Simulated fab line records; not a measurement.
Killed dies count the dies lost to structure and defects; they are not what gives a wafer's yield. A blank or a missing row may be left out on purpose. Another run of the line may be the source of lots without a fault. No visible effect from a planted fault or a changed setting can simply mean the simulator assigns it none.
Check of tool commonality	flow nand harc	37 wafers sampled across 13 lots

== WHY IT WAS OPENED ==
Flagged at NHARC_A_DECK1_JOINT_INSPECT_05: reading raw defect count, on 1 of 13 lots. No-fault wafers: 398, standard deviation 160.
Rule: a lot is flagged in two cases, either no wafer of it has a number, or all its wafers with numbers fall more than 4 standard deviations from that mean. All remaining lots are regarded as sound.

lot	measured	on	raw defect count, wafer by wafer	flag
L103	day 12 05:28	defect inspect-01	427 557 598	
L104	day 12 19:49	defect inspect-02	268 279 318	
L105	day 13 06:05	defect inspect-02	348 310 263	
L106	day 13 20:45	defect inspect-01	311 401 299	
L107	day 13 20:46	defect inspect-02	373 231 213	
L108	day 14 04:31	defect inspect-02	216 393 395	
L109	day 14 19:32	defect inspect-02	229 261 544	
L110	day 15 16:45	defect inspect-02	324 384 309	
L113	day 16 10:34	defect inspect-02	202 348 331	
L122	day 20 05:37	defect inspect-01	1051	FLAGGED
L123	day 20 11:42	defect inspect-02	762 286 548	
L125	day 21 06:31	defect inspect-02	303 485 303	
L126	day 22 07:13	defect inspect-02	588 386 449	
The numbers of the flagged lots are 1051 on average: +653 against the usual, or +4 standard deviations.

== LOT BY LOT: THE TOOL USED ==
The record holds 2 process steps before the reading, out of a route of 1302 steps. Read each cell as the tool, then ch plus the chambers that the sampled wafers visited, then the start.
lot	flag	NHARC_A_CHANNEL_FILL_D1_ETCHBACK_19	NHARC_A_DECK1_JOINT_ETCHBACK_00
L103		rie si-04 ch 0,1,2, day 9 16:37	rie si-06 ch 1,2, day 11 03:19
L104		rie si-01 ch 1,2,3, day 10 06:44	rie si-05 ch 1,2, day 11 22:01
L105		rie si-03 ch 1,2, day 10 22:38	rie si-06 ch 0,1, day 12 09:31
L106		rie si-01 ch 0,2,3, day 11 04:34	rie si-05 ch 0,2,3, day 12 14:59
L107		rie si-03 ch 0,1,2, day 11 04:32	rie si-06 ch 1,2, day 12 14:57
L108		rie si-03 ch 0,2,3, day 11 18:05	rie si-06 ch 1,2, day 13 05:58
L109		rie si-03 ch 2,3, day 12 05:59	rie si-05 ch 1,2, day 13 16:30
L110		rie si-03 ch 0,1,3, day 13 05:36	rie si-05 ch 0,1,3, day 14 17:17
L113		rie si-01 ch 0,1,3, day 13 22:34	rie si-06 ch 0,1,2, day 15 09:02
L122	FLAGGED	rie si-03 ch 2, day 17 12:41	rie si-05 ch 3, day 19 03:59
L123		rie si-01 ch 1,2,3, day 18 03:38	rie si-02 ch 0,2,3, day 19 14:10
L125		rie si-01 ch 0,1,3, day 18 22:13	rie si-02 ch 0,2, day 20 08:40
L126		rie si-03 ch 0,2, day 19 11:31	rie si-06 ch 0,1,2, day 20 23:05
What is done by these steps:
- NHARC_A_CHANNEL_FILL_D1_ETCHBACK_19: etches the open film in HBr/Cl2, target depth 5 nm, time 1.7 s.
- NHARC_A_DECK1_JOINT_ETCHBACK_00: etches the open film in HBr, target depth 30 nm, time 17.4 s.
- NHARC_A_DECK1_JOINT_INSPECT_05

== FLAGGED OVER TOTAL, TOOL BY TOOL (the gauges that took the reading come last) ==
step	tool	lots run	flagged	share of the flagged lots	sound lots run after its first flagged lot
NHARC_A_CHANNEL_FILL_D1_ETCHBACK_19	rie si-01	5	0	none	-
NHARC_A_CHANNEL_FILL_D1_ETCHBACK_19	rie si-03	7	1	all	1 (L126)
NHARC_A_CHANNEL_FILL_D1_ETCHBACK_19	rie si-04	1	0	none	-
NHARC_A_DECK1_JOINT_ETCHBACK_00	rie si-02	2	0	none	-
NHARC_A_DECK1_JOINT_ETCHBACK_00	rie si-05	5	1	all	0
NHARC_A_DECK1_JOINT_ETCHBACK_00	rie si-06	6	0	none	-
NHARC_A_DECK1_JOINT_INSPECT_05	defect inspect-01	3	1	all	0
NHARC_A_DECK1_JOINT_INSPECT_05	defect inspect-02	10	0	none	-

== WHAT THE TABLE PERMITS ==
All flagged lots were run by 3 table rows, namely rie si-03 at NHARC_A_CHANNEL_FILL_D1_ETCHBACK_19, rie si-05 at NHARC_A_DECK1_JOINT_ETCHBACK_00, defect inspect-01 at NHARC_A_DECK1_JOINT_INSPECT_05.
- rie si-03 at NHARC_A_CHANNEL_FILL_D1_ETCHBACK_19 ran 7 lots, 1 of them flagged. Sound lots followed the first flagged one (L126) on it, something a lasting fault affecting the whole tool could not allow.
- rie si-05 at NHARC_A_DECK1_JOINT_ETCHBACK_00 ran 5 lots, 1 of them flagged. A fault beginning between L110 (day 14 17:17), its last sound lot, and L122 (day 19 03:59), its first flagged one, fits the data. Its own readings lie more than 4 standard deviations out on every wafer of the flagged lots: run length s.
- defect inspect-01 at NHARC_A_DECK1_JOINT_INSPECT_05 ran 3 lots, 1 of them flagged. A fault beginning between L106 (day 13 20:45), its last sound lot, and L122 (day 20 05:37), its first flagged one, fits the data.
Because each of these 2 tools fits a fault that began at some hour, counting lots does not separate them. More lots, or a look at what each step does to the wafer, might.

== WHAT WAS PUT IN BY THE SIMULATOR ==
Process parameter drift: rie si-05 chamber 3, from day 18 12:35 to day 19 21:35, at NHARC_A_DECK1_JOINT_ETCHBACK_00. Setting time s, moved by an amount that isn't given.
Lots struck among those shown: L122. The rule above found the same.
